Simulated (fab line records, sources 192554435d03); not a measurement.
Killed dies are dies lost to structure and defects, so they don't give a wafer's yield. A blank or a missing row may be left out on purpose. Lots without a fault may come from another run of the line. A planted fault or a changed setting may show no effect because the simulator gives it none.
Split-lot experiment | flow n5_finfet | 7 lots, 39 wafers read, on a route of 1938 steps

THE SPLIT
At N5_PMOS_HMC_CHANNEL_EPI_DEVELOP_08 (develop time 30 s), the setting develop_time_s was moved away from the recipe's 30 s on 15 of the 39 wafers read, by -58.0% to +42.4%. The other wafers ran this setting at the recipe's value.

The file shows no step between the split and the reading.

THE READING
cd_nm, in nm, at N5_PMOS_HMC_CHANNEL_EPI_CD_MEAS_09 (target cd 237.4 nm). Fault-free wafers of this fab line usually give 237.6 nm, standard deviation 1.1 nm.

wafer  | tool, chamber at the split | develop_time_s as run, s | against the recipe | cd_nm, nm | against lot-mates on the recipe
L076.1 | litho_track-01, 0          | 30                       | recipe             | 240.0     | -
L076.2 | litho_track-01, 0          | 42.71                    | +42.4%             | 241.3     | +2.9
L076.3 | litho_track-01, 0          | 42.71                    | +42.4%             | 240.0     | +1.6
L076.4 | litho_track-01, 0          | 42.71                    | +42.4%             | 241.9     | +3.5
L076.5 | litho_track-01, 0          | 30                       | recipe             | 236.7     | -
L076.6 | litho_track-01, 0          | 30                       | recipe             | 238.5     | -
L078.1 | litho_track-05, 0          | 30                       | recipe             | 236.8     | -
L078.2 | litho_track-05, 0          | 30                       | recipe             | 237.6     | -
L078.3 | litho_track-05, 0          | 30                       | recipe             | 237.1     | -
L083.1 | litho_track-02, 0          | 30                       | recipe             | 237.4     | -
L083.2 | litho_track-02, 0          | 30                       | recipe             | 239.9     | -
L083.3 | litho_track-02, 0          | 30                       | recipe             | 237.9     | -
L083.4 | litho_track-02, 0          | 30                       | recipe             | 238.2     | -
L083.5 | litho_track-02, 0          | 30                       | recipe             | 237.4     | -
L083.6 | litho_track-02, 0          | 30                       | recipe             | 237.7     | -
L084.1 | litho_track-02, 0          | 12.61                    | -58.0%             | 230.9     | -6.6
L084.2 | litho_track-02, 0          | 12.61                    | -58.0%             | 230.9     | -6.6
L084.3 | litho_track-02, 0          | 30                       | recipe             | 237.8     | -
L084.4 | litho_track-02, 0          | 12.61                    | -58.0%             | 230.9     | -6.6
L084.5 | litho_track-02, 0          | 30                       | recipe             | 237.8     | -
L084.6 | litho_track-02, 0          | 30                       | recipe             | 236.8     | -
L085.1 | litho_track-01, 0          | 30                       | recipe             | 239.2     | -
L085.2 | litho_track-01, 0          | 42.47                    | +41.6%             | 239.9     | +1.3
L085.3 | litho_track-01, 0          | 42.47                    | +41.6%             | 239.7     | +1.1
L085.4 | litho_track-01, 0          | 30                       | recipe             | 237.2     | -
L085.5 | litho_track-01, 0          | 42.47                    | +41.6%             | 240.1     | +1.5
L085.6 | litho_track-01, 0          | 30                       | recipe             | 239.3     | -
L093.1 | litho_track-02, 0          | 30                       | recipe             | 238.6     | -
L093.2 | litho_track-02, 0          | 30                       | recipe             | 237.9     | -
L093.3 | litho_track-02, 0          | 41.15                    | +37.2%             | 240.8     | +2.9
L093.4 | litho_track-02, 0          | 41.15                    | +37.2%             | 238.9     | +1.0
L093.5 | litho_track-02, 0          | 30                       | recipe             | 237.3     | -
L093.6 | litho_track-02, 0          | 41.15                    | +37.2%             | 240.3     | +2.4
L094.1 | litho_track-02, 0          | 30                       | recipe             | 238.2     | -
L094.2 | litho_track-02, 0          | 14.2                     | -52.7%             | 232.2     | -5.2
L094.3 | litho_track-02, 0          | 30                       | recipe             | 238.4     | -
L094.4 | litho_track-02, 0          | 14.2                     | -52.7%             | 233.0     | -4.4
L094.5 | litho_track-02, 0          | 14.2                     | -52.7%             | 232.6     | -4.8
L094.6 | litho_track-02, 0          | 30                       | recipe             | 235.6     | -

THE FIT
A straight line over all 39 wafers: cd_nm changes by +0.0892 nm for each +1% of develop_time_s; r = +0.92; the points scatter about the line by 1.1 nm.
The same after taking each lot's own level away (the mean of its wafers on the recipe; 39 wafers): +0.0801 nm for each +1%; r = +0.91; scatter 1.1 nm.
On that fit, the largest move of develop_time_s shifts the reading by 4.6 nm.
The lots' own levels span 237.17 to 238.57 nm, that is 1.3 times the standard deviation above.
So the lot-to-lot level changes the slope: the two fits differ.
Check: with one of the wafers moved furthest among these (-58.0%) left out of the fit, the line predicts -4.9 nm for it against its lot-mates. It came out at -6.57 nm against them.

OTHER SPLITS ON THESE WAFERS
These wafers also went through other splits before the reading. Each is held against what the fit with the lots' levels taken away leaves over:
other split on the same wafers          | wafers away from the commonest value | r with cd_nm (lot level and that fit taken away)
N5_ZERO_LAYER_DEVELOP_10 develop_time_s | 12                                   | +0.01

THE FILE'S OWN FIT
cd_nm changes by +0.0795 nm for each +1% of develop_time_s, r = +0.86.
